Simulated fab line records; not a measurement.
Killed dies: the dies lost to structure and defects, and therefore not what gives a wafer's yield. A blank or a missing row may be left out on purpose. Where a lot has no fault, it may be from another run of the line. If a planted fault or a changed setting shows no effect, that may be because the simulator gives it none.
fab line records | flow nandHarc
record: lots: 6 wafers: 18 lastDay: 33
route steps=1302 shown A_BLC@1132 A_M0@1137
lots that met no fault: taken from a fault-free run of the same line
startH: hours from the record's first day to the start of the lot's first wafer shown | waitH: hours elapsed since this lot's preceding step | " the same as in the row above | L1.1+2: a row that stands for several wafers | - value missing, or start not given | * or withheld: withheld | < > ~ a bound
route shown NAME@n: NAME is a module with steps in the file, n the number in the route of the first one | usual: mean/standard deviation of fault-free wafers | same: alike in all rows | chamber/n: place in a boat | sites: readings site by site | _std_site: their standard deviation | _edge_site: outer sites' mean less inner sites' | radiusMm: for every site, how far away it sits from the centre of the wafer | mask NAME#n: copy n | behind: the tool/chamber that last shaped the wafer | hold: cause of the lot's hold/its duration in hours/its outcome | device: whichever transistor did not switch (one of n, p or np) | end of line: the route-end tests of the same wafers | a step given without rows: its recipe and nothing more | killed: not the wafer's yield, but the dies lost to structure and defects at the first sort | map: the dies of a wafer, with x for killed, . for not killed, _ for no die there
set.NAME: the setting the step ran with; set.NAME@STEP: the setting that earlier step ran with | model.NAME: the simulator's own value behind a step, which no gauge read
lots at selected steps of the route; one table per step, one row per wafer
services: when a tool's chamber went out of use (startH, in hours from the record's first day, below 0 if earlier), for how many hours, and the reason
== steps ==
step: NHARC_A_BLC_CVD_24
recipe: targetThkA: 1500 tempC: 300 pressureTorr: 40 wf6FlowSccm: 40 h2FlowSccm: 1600 arFlowSccm: 1560 timeS: 434 material: W
usual: heaterPowerW: 467/28 susceptorTempC: 300.00/0.17 throttleValvePct: 7.8/0.31
columns lot.wafer tool chamber startH waitH heaterPowerW susceptorTempC throttleValvePct
L362.3 cvdW-02 1 - - 430 300.14 8.0
L362.5 " 0 " " 489 299.87 7.8
L362.6 " 1 " " 426 299.96 8.0
L367.1 cvdW-02 1 - - 424 - 7.9
L367.3 " 0 " " 493 - 7.7
L367.6 " 1 " " 425 - 7.9
L379.1 cvdW-01 0 - - 448 - 8.3
L379.3 " 1 " " 505 - 7.6
L379.5 " 1 " " 498 - 7.3
L384.1 cvdW-02 1 - - 441 300.02 8.0
L384.5 " 0 " " 474 300.27 7.8
L384.6 " 1 " " 428 300.01 8.0
L381.2 cvdW-01 1 - - 473 299.89 7.1
L381.6 " 0 " " 449 300.05 7.8
L381.5 " 1 " " 482 300.08 7.2
L383.3 cvdW-01 0 - - 449 300.27 7.9
L383.4 " 1 " " 495 300.02 7.4
L383.6 " 1 " " 502 299.91 7.2
step: NHARC_A_BLC_CMP_25
recipe: tOverpolishS: 30 targetThkNm: 150
usual: motorCurrentA: 11.9/1.2 overpolishRunS: 29.999/0.01 timeToEndpointS: 30/4
same: tOverpolishS: 30
columns lot.wafer tool chamber startH waitH motorCurrentA overpolishRunS timeToEndpointS
L362.3 cmp-04 2 530.96 0.3 11.3 29.998 31
L362.5 " 3 " " 11.5 30.001 31
L362.6 " 0 " " 10.5 30.001 30
L367.3 cmp-01 3 584.31 0.2 12.0 29.988 28
L367.1 " 1 " " 11.1 29.998 34
L367.6 " 3 " " 11.4 30.002 27
L379.3 cmp-04 1 697.26 0.3 14.0 29.989 27
L379.1 " 2 " " 11.7 29.987 28
L379.5 " 0 " " 10.7 29.999 28
L384.1 cmp-04 0 738.95 0.4 10.7 30.015 26
L384.6 " 2 " " 11.8 30.008 28
L384.5 " 3 " " 11.8 29.991 29
L381.2 cmp-01 3 743.54 0.4 12.0 29.987 25
L381.6 " 2 " " 12.2 29.994 26
L381.5 " 3 " " 11.9 29.990 24
L383.4 cmp-01 1 750.12 0.2 11.6 30.008 31
L383.3 " 3 " " 11.5 29.996 25
L383.6 " 2 " " 12.2 30.008 29
step: NHARC_A_BLC_SRD_27
step: NHARC_A_BLC_INSPECT_28
usual: rawDefectCount: 515/130
columns lot.wafer tool chamber startH waitH rawDefectCount
L362.3 defectInspect-01 - 531.29 0.1 530
L362.5 " - " " 885
L362.6 " - " " 477
L367.1 defectInspect-01 - 584.74 0.1 453
L367.3 " - " " 541
L367.6 " - " " 540
L379.1 defectInspect-02 - 697.63 0.1 577
L379.3 " - " " 454
L379.5 " - " " 484
L384.1 defectInspect-02 - 739.31 0.1 495
L384.5 " - " " 569
L384.6 " - " " 571
L381.2 defectInspect-01 - 743.92 0.1 361
L381.5 " - " " 392
L381.6 " - " " 394
L383.3 defectInspect-01 - 750.55 0.1 469
L383.4 " - " " 454
L383.6 " - " " 494
step: NHARC_A_M0_DEP_00
recipe: targetThkA: 1500 targetThkNm: 150 tempC: withheld pressureTorr: 5 flowSccm: 200 rfW: 600 material: SiOC
step: NHARC_A_M0_DEHYDRATE_01
recipe: tempC: 150 timeS: 120
step: NHARC_A_M0_HMDS_02
recipe: timeS: 30
step: NHARC_A_M0_COAT_33
recipe: tempC: 200 timeS: 65
step: NHARC_A_M0_COAT_03
recipe: spinRpm: 1500 resistThkNm: 90
step: NHARC_A_M0_SOFTBAKE_04
recipe: tempC: 105 timeS: 55
step: NHARC_A_M0_EBR_05
step: NHARC_A_M0_EXPOSE_06
recipe: na: 1.35 targetCdNm: 80 doseMj: 83.25 maskId: A_M0
usual: exposureDoseMJCm2: 83.27/0.092 focusOffsetNm: 0.1/0.53
columns lot.wafer tool chamber startH waitH mask exposureDoseMJCm2 focusOffsetNm
L362.3 arfiScanner-02 0 532.06 - A_M0#0 83.41 -0.1
L362.5 " 0 " " A_M0#0 83.45 -0.5
L362.6 " 0 " " A_M0#0 83.43 -0.7
L367.1 arfiScanner-02 0 585.51 - A_M0#0 83.32 -0.4
L367.3 " 0 " " A_M0#0 83.36 0.5
L367.6 " 0 " " A_M0#0 83.22 0.0
L379.1 arfiScanner-02 0 698.39 - A_M0#0 102.70 0.4
L379.3 " 0 " " A_M0#0 102.77 0.2
L379.5 " 0 " " A_M0#0 102.77 1.2
L384.1 arfiScanner-03 0 740.07 - A_M0#0 83.35 0.2
L384.5 " 0 " " A_M0#0 83.18 1.3
L384.6 " 0 " " A_M0#0 83.31 0.9
L381.2 arfiScanner-02 0 744.68 - A_M0#0 98.92 -0.5
L381.5 " 0 " " A_M0#0 98.82 -0.2
L381.6 " 0 " " A_M0#0 98.90 0.1
L383.3 arfiScanner-01 0 751.32 - A_M0#0 83.27 0.0
L383.4 " 0 " " A_M0#0 83.24 -0.8
L383.6 " 0 " " A_M0#0 83.30 -0.5
step: NHARC_A_M0_PEB_07
recipe: pebTempC: 100 pebTimeS: 65
step: NHARC_A_M0_DEVELOP_08
recipe: developTimeS: 35 devTempC: 23
step: NHARC_A_M0_CD_MEAS_09
recipe: targetCdNm: 80 landingEnergyEv: 500
usual: cdNm: 80.2/0.93
columns lot.wafer tool chamber startH waitH cdNm
L362.3 cdSem-02 0 532.20 - 79.4
L362.5 " 0 " " 80.6
L362.6 " 0 " " 79.4
L367.1 cdSem-01 0 585.65 - 79.7
L367.3 " 0 " " 78.1
L367.6 " 0 " " 78.6
L379.1 cdSem-02 0 698.53 - 94.8
L379.3 " 0 " " 93.0
L379.5 " 0 " " 92.9
L384.1 cdSem-03 0 740.21 - 80.2
L384.5 " 0 " " 81.4
L384.6 " 0 " " 80.1
L381.2 cdSem-03 0 744.82 - 91.3
L381.5 " 0 " " 92.0
L381.6 " 0 " " 91.5
L383.3 cdSem-01 0 751.45 - 79.1
L383.4 " 0 " " 80.1
L383.6 " 0 " " 79.8
step: NHARC_A_M0_OVL_MEAS_10
recipe: pitchNm: 160
usual: overlayXNm: -0.1/0.72 overlayYNm: 0.1/0.75
columns lot.wafer tool chamber startH waitH overlayXNm overlayYNm
L362.3 overlay-01 - 532.28 - 0.8 -0.2
L362.5 " - " " 0.5 -0.9
L362.6 " - " " 0.6 -0.6
L367.1 overlay-02 - 585.74 - -0.4 0.8
L367.3 " - " " -1.2 0.2
L367.6 " - " " 0.0 0.6
L379.1 overlay-02 - 698.62 - -1.5 -0.9
L379.3 " - " " -1.2 -0.9
L379.5 " - " " -0.8 -0.7
L384.1 overlay-02 - 740.30 - 1.3 0.8
L384.5 " - " " 1.3 0.8
L384.6 " - " " 1.3 0.7
L381.2 overlay-01 - 744.91 - 0.5 0.7
L381.5 " - " " 0.8 1.3
L381.6 " - " " 0.6 0.6
L383.3 overlay-02 - 751.54 - 0.0 0.4
L383.4 " - " " 0.4 0.2
L383.6 " - " " -0.1 0.2
step: NHARC_A_M0_INSPECT_11
usual: rawDefectCount: 83/36
columns lot.wafer tool chamber startH waitH rawDefectCount
L362.3 defectInspect-01 - 532.32 0.0 95
L362.5 " - " " 106
L362.6 " - " " 89
L367.1 defectInspect-01 - 585.78 0.0 59
L367.3 " - " " 71
L367.6 " - " " 55
L379.1 defectInspect-01 - 698.66 0.0 86
L379.3 " - " " 87
L379.5 " - " " 74
L384.1 defectInspect-02 - 740.34 0.0 77
L384.5 " - " " 78
L384.6 " - " " 89
L381.2 defectInspect-01 - 744.94 0.0 10
L381.5 " - " " 24
L381.6 " - " " 21
L383.3 defectInspect-01 - 751.57 0.0 71
L383.4 " - " " 70
L383.6 " - " " 88
step: NHARC_A_M0_DESCUM_14
recipe: timeS: 3 o2FlowSccm: 200 arFlowSccm: 0 biasPowerW: 0 chemistry: O2
usual: drypumpMotorCurrentA: 5.7/0.41 oesProductAu: 0.991/0.016 rfVppV: 57.8/0.89 showerheadPlenumPTorr: 1.90/0.052 throttleValvePct: 11.312/0.0093
columns lot.wafer tool chamber startH waitH drypumpMotorCurrentA oesProductAu rfHoursCounterH rfVppV showerheadPlenumPTorr throttleValvePct model.A_M0.cdNm
L362.3 rieDiel-02 0 532.38 0.1 5.6 0.989 6.3 57.7 1.89 11.306 80.35
L362.5 " 0 " " 5.6 0.999 - 57.5 1.89 11.321 81.18
L362.6 " 1 " " 6.1 0.975 - 58.3 1.97 11.309 79.55
L367.1 rieDiel-02 3 585.85 0.1 5.9 0.992 0.1 56.4 1.92 11.305 78.78
L367.3 " 0 " " 5.6 1.000 0.1 59.1 1.89 11.320 77.92
L367.6 " 2 " " 5.4 0.989 - 57.8 1.89 11.316 79.26
L379.3 rieDiel-10 2 698.73 0.1 5.1 1.000 4.8 57.2 1.81 11.309 92.29
L379.1 " 3 " " 6.6 0.957 5.4 57.9 1.81 11.296 95.62
L379.5 " 1 " " 5.5 1.008 - 57.1 1.84 11.331 92.45
L384.1 rieDiel-02 1 740.43 0.1 6.1 0.973 7.8 58.3 1.97 11.305 79.86
L384.5 " 2 " " 5.4 1.009 - 57.4 1.88 11.317 81.86
L384.6 " 3 " " 5.9 0.984 - 58.2 1.92 11.306 78.93
L381.2 rieDiel-10 2 745.01 0.1 5.1 0.981 7.2 56.8 1.81 11.318 90.21
L381.6 " 1 " " 5.5 0.998 - 56.0 1.84 11.316 91.11
L381.5 " 2 " " 5.1 0.984 - 58.4 1.81 11.308 91
L383.3 rieDiel-10 1 751.64 0.1 5.6 0.996 8.0 57.6 1.84 11.309 77.92
L383.4 " 2 " " 5.1 0.990 7.6 57.7 1.81 11.296 78.64
L383.6 " 0 " " 5.0 1.004 - 57.3 1.91 11.312 79.78
step: NHARC_A_M0_ETCH_34
recipe: targetDepthA: 400 overetchA: 120 timeS: 43.94 ionEnergyEv: 200 n2FlowSccm: 150 h2FlowSccm: 150 arFlowSccm: 0 rfW: 400 biasW: 150 chemistry: N2/H2
usual: drypumpMotorCurrentA: 5.7/0.4 oesProductAu: 0.993/0.016 rfVppV: 430.0/1.9 showerheadPlenumPTorr: 2.03/0.058 throttleValvePct: 14.170/0.0082
columns lot.wafer tool chamber startH waitH drypumpMotorCurrentA oesProductAu rfHoursCounterH rfVppV showerheadPlenumPTorr throttleValvePct
L362.3 rieDiel-02 3 532.49 0.1 5.8 0.988 6.4 431.6 2.05 14.157
L362.6 " 1 " " 6.1 0.976 - 432.7 2.10 14.180
L362.5 " 0 " " 5.6 0.993 - 429.9 2.01 14.169
L367.3 rieDiel-02 0 585.93 0.1 5.6 1.001 0.1 430.0 2.01 14.177
L367.1 " 1 " " 6.1 0.975 0.1 433.0 2.10 14.168
L367.6 " 3 " " 5.8 0.973 - 429.6 2.04 14.179
L379.3 rieDiel-10 2 698.80 0.1 5.1 1.011 4.8 427.8 1.93 14.172
L379.1 " 3 " " 6.7 0.967 5.4 427.6 1.93 14.175
L379.5 " 3 " " 6.6 0.961 - 426.0 1.93 14.158
L384.1 rieDiel-02 3 740.49 0.1 5.9 0.989 8.6 431.5 2.04 14.185
L384.5 " 2 " " 5.3 0.996 - 429.6 2.01 14.172
L384.6 " 3 " " 5.9 0.985 - 431.2 2.04 14.183
L381.2 rieDiel-10 3 745.11 0.1 6.7 0.961 7.9 428.0 1.93 14.183
L381.5 " 0 " " 5.0 1.006 - 430.3 2.03 14.179
L381.6 " 1 " " 5.5 1.012 - 426.7 1.96 14.173
L383.4 rieDiel-10 1 751.72 0.1 5.6 0.993 8.0 428.4 1.96 14.163
L383.3 " 3 " " 6.6 0.958 8.2 427.3 1.93 14.166
L383.6 " 2 " " 5.1 0.987 - 425.8 1.93 14.167
step: NHARC_A_M0_ETCH_15
recipe: targetDepthA: 1500 overetchA: 150 timeS: 82.5 c4f8FlowSccm: withheld arFlowSccm: 400 rfW: 600 biasW: 300 chemistry: C4F8/Ar
usual: oesProductAu: 0.939/0.024 rfVppV: 440.3/1.9
columns lot.wafer tool chamber startH waitH oesProductAu rfHoursCounterH rfVppV model.A_M0.cdNm
L362.3 rieDiel-02 3 - - 0.959 6.5 441.0 80.59
L362.6 " 0 " " 0.952 - 440.7 79.13
L362.5 " 1 " " 0.947 - 443.5 81.44
L367.3 rieDiel-02 3 - - 0.953 0.1 440.9 77.53
L367.1 " 1 " " 0.956 0.1 442.2 78.33
L367.6 " 0 " " 0.981 - 438.9 78.93
L379.1 rieDiel-10 0 - - 0.936 5.5 440.1 95.06
L379.3 " 1 " " 0.931 5.2 439.0 92.94
L379.5 " 0 " " 0.940 - 441.3 91.89
L384.1 rieDiel-02 0 - - 0.976 6.7 438.6 80.19
L384.6 " 0 " " 0.969 - 441.7 79.12
L384.5 " 1 " " 0.940 - 443.1 81.59
L381.2 rieDiel-10 1 - - 0.928 7.5 438.8 89.96
L381.6 " 3 " " 0.888 - 438.1 91.44
L381.5 " 0 " " 0.936 - 441.7 91.27
L383.4 rieDiel-10 2 - - 0.919 7.7 437.0 79.08
L383.3 " 3 " " 0.876 8.2 438.3 77.2
L383.6 " 1 " " 0.912 - 437.1 80.9
step: NHARC_A_M0_CD_MEAS_16
usual: cdNm: 80.1/1.2
columns lot.wafer tool chamber startH waitH cdNm
L362.3 cdSem-02 - 532.73 - 80.4
L362.5 " - " " 81.5
L362.6 " - " " 78.8
L367.1 cdSem-01 - 586.14 - 78.0
L367.3 " - " " 77.7
L367.6 " - " " 79.0
L379.1 cdSem-03 - 699.02 - 94.9
L379.3 " - " " 93.0
L379.5 " - " " 91.5
L384.1 cdSem-01 - 740.70 - 80.0
L384.5 " - " " 81.3
L384.6 " - " " 79.1
L381.2 cdSem-03 - 745.31 - 89.9
L381.5 " - " " 91.2
L381.6 " - " " 91.5
L383.3 cdSem-01 - 751.94 - 77.2
L383.4 " - " " 79.0
L383.6 " - " " 81.1
step: NHARC_A_M0_STRIP_18
recipe: powerW: 1000 n2FlowSccm: 150 h2FlowSccm: 150 arFlowSccm: 0 biasW: 0 chemistry: N2/H2
usual: drypumpMotorCurrentA: 5.7/0.45 oesProductAu: 0.997/0.015 rfVppV: 90.6/0.86 showerheadPlenumPTorr: 2.02/0.067 throttleValvePct: 14.171/0.0094
columns lot.wafer tool chamber startH waitH drypumpMotorCurrentA oesProductAu rfHoursCounterH rfVppV showerheadPlenumPTorr throttleValvePct
L362.3 rieDiel-10 0 532.87 0.1 5.0 0.996 6 90.8 2.04 14.159
L362.6 " 1 " " 5.6 0.975 - 90.4 1.96 14.164
L362.5 " 2 " " 5.1 0.995 - 89.3 1.93 14.164
L367.3 rieDiel-02 0 586.24 0.1 5.6 1.006 0 89.3 2.01 14.179
L367.1 " 2 " " 5.4 1.000 0 89.9 2.01 14.181
L367.6 " 0 " " 5.6 1.011 - 89.3 2.01 14.145
L379.3 rieDiel-02 3 699.12 0.1 5.9 0.984 7 90.6 2.04 14.173
L379.1 " 1 " " 6.1 0.961 7 90.7 2.10 14.166
L379.5 " 2 " " 5.4 1.003 - 88.9 2.01 14.173
L384.1 rieDiel-05 2 740.81 0.1 6.1 1.002 7 90.7 2.14 14.162
L384.5 " 1 " " 5.3 0.993 - 90.3 2.08 14.149
L384.6 " 3 " " 6.1 1.013 - 89.6 1.99 14.155
L381.2 rieDiel-05 1 745.46 0.1 5.3 1.008 9 92.4 2.08 14.181
L381.5 " 2 " " 6.1 1.001 - 90.4 2.13 14.181
L381.6 " 3 " " 6.1 1.017 - 90.5 1.98 14.179
L383.3 rieDiel-05 2 752.04 0.1 6.1 1.009 7 90.4 2.14 14.165
L383.4 " 1 " " 5.4 1.001 - 90.2 2.08 14.175
L383.6 " 2 " " 6.1 0.997 - 90.9 2.14 14.166
== services ==
columns tool chamber startH hours kind
rieDiel-02 2 532.28 4.9 repair
rieDiel-05 2 538.24 3.8 repair
cvdW-01 - 547.00 13.0 pm
cmp-04 - 547.06 0.7 repair
rieDiel-02 2 547.27 10.6 repair
cmp-01 - 552.74 1.0 repair
rieDiel-02 - 570.70 9.0 pm
cvdW-01 0 577.12 4.9 repair
cmp-01 - 579.24 4.0 pm
rieDiel-10 3 581.72 3.9 repair
rieDiel-05 - 583.65 9.0 pm
rieDiel-10 - 596.50 9.0 pm
rieDiel-02 2 600.77 20.3 repair
cmp-04 - 601.00 4.0 pm
rieDiel-05 0 602.58 1.5 repair
rieDiel-10 0 606.25 3.9 repair
rieDiel-05 2 621.61 3.3 repair
rieDiel-02 2 626.24 1.2 repair
rieDiel-02 0 651.38 9.1 repair
arfiScanner-02 - 656.00 4.0 pm
rieDiel-10 0 668.97 5.2 repair
rieDiel-10 0 675.31 1.8 repair
rieDiel-02 - 747.70 9.0 pm
arfiScanner-02 - 750.14 7.4 repair
== key ==
firstSign: step: NHARC_A_M0_EXPOSE_06 reading: exposureDoseMJCm2 direction: up sigmas: 99+ usual: 83.27 struck: 100.81
effect: step: NHARC_A_M0_CD_MEAS_09 reading: cdNm direction: up sigmas: 13 usual: 80.2 struck: 92.6 through: controlLoop
effect: step: NHARC_A_M0_CD_MEAS_16 reading: cdNm direction: up sigmas: 10 usual: 80.1 struck: 92.0 through: controlLoop
modelEffect: step: NHARC_A_M0_DESCUM_14 value: A_M0.cdNm without: 79.59 struck: 92.11
modelEffect: step: NHARC_A_M0_ETCH_15 value: A_M0.cdNm without: 79.57 struck: 92.09
metAt NHARC_A_M0_EXPOSE_06
struckWafers L379.1,L379.3,L379.5,L381.2,L381.5,L381.6
sortLeftOut L379.1,L379.3,L379.5,L381.2,L381.5,L381.6
loopTrim: step: NHARC_A_M0_EXPOSE_06 setting: dose lots: L381
onsetBetween 585.51 698.39
fault: kind: processParameterDrift tool: arfiScanner-02 chamber: - onsetH: 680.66 steps: NHARC_A_M0_EXPOSE_06 channel: doseMj offset: 19.549 shape: step actsIn: theseRecipesOnly stated: 83.25
sortLeftOut: the simulated sort isn't trusted on such a fault, so these wafers' sort isn't shown, and their yield isn't known
loopTrim: a control loop set the setting to another value than it would have without faults
